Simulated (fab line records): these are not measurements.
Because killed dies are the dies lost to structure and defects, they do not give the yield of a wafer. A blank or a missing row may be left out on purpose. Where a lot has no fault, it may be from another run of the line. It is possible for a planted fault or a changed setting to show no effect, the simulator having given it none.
Matching of chambers -- flow nand-harc -- NHARC_A_STAIRCASE_TRIM_229 on rie-diel-10: 4 sister chambers
The step chemistry O2, time 211.2 s. 4 wafers are shown with their chamber, then 11 later ones without.

== WAFERS, EACH WITH ITS CHAMBER ==
wafer,chamber,drypump-motor-current-A (A)
L083.2,3,6.03
L082.2,0,5.82
L082.5,2,5.20
L084.2,1,5.63

== WAFERS WITH NO CHAMBER GIVEN ==
wafer,drypump-motor-current-A (A)
L084.5,5.84
L084.6,5.64
L087.1,5.82
L087.5,5.82
L087.6,6.01
L093.2,5.23
L093.5,5.23
L093.6,5.62
L094.2,5.66
L094.4,6.00
L094.5,5.21

== EACH ONE'S CHAMBER ==
wafer,from the rows above,in truth
L084.5,0,0
L084.6,1,1
L087.1,0,0
L087.5,0,0
L087.6,3,3
L093.2,2,2
L093.5,2,2
L093.6,1,1
L094.2,1,1
L094.4,3,3
L094.5,2,2
Correctly placed: 11 of 11. Left unplaced by these rows: 0. Wrongly placed: 0.
How it was worked out, from the rows above alone: a wafer's distance from a chamber is the root of the sum, over the readings, of the square of ((its reading less the chamber's mean) divided by the reading's scatter). If the next closest chamber is less than 2 further off than the closest, the wafer can't be placed; otherwise it belongs to the closest. A chamber's mean is the mean of its shown wafers. The scatter (one wafer shown for each chamber): square how far every hidden wafer sits from the nearest shown wafer, average those squares and take the square root.
